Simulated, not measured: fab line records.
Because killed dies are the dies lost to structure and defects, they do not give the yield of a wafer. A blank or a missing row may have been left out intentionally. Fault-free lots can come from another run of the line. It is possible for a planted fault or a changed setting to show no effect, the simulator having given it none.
Matching of chambers -- flow n5 finfet -- 3 sister chambers for N5_BEOL_M2_PECVD_72 on pecvd-02
The step deposits SiO2 from TEOS/O2, target thk 16 nm, time 18 s. 6 wafers are shown with their chamber, then 9 later ones without.

## WAFERS PAIRED WITH THEIR CHAMBERS
wafer,chamber,throttle valve pct (%),showerhead plenum p Torr (Torr)
L090.2,1,23.6,8.74
L090.3,2,21.8,8.89
L090.5,1,23.4,8.76
L093.2,0,21.2,8.89
L093.3,2,21.6,8.90
L093.6,0,21.1,8.87

## WAFERS MISSING THEIR CHAMBER
wafer,throttle valve pct (%),showerhead plenum p Torr (Torr)
L094.2,21.0,8.89
L094.3,21.8,8.90
L094.5,23.8,8.78
L095.2,23.8,8.78
L095.4,23.9,8.78
L095.5,21.2,8.89
L097.3,23.6,8.78
L097.4,21.2,8.88
L097.6,21.1,8.88

## CHAMBER TAKEN BY EACH
wafer,from the rows above,in truth
L094.2,0,0
L094.3,2,2
L094.5,1,1
L095.2,1,1
L095.4,1,1
L095.5,0,0
L097.3,1,1
L097.4,0,0
L097.6,0,0
Correctly placed: 9 of 9. Can't be placed from these rows: 0. 0 placed wrongly.
How it was worked out, from the rows above alone: a wafer's distance from a chamber is the root of the sum, over the readings, of the square of ((its reading less the chamber's mean) divided by the reading's scatter). If the next closest chamber is less than 2 further off than the closest, the wafer can't be placed; otherwise it belongs to the closest. A chamber's mean is the mean of its shown wafers. How the scatter is found: for the shown wafers, subtract from each reading the mean of its chamber, square and add these, divide the total by (wafers less chambers), then take the root.
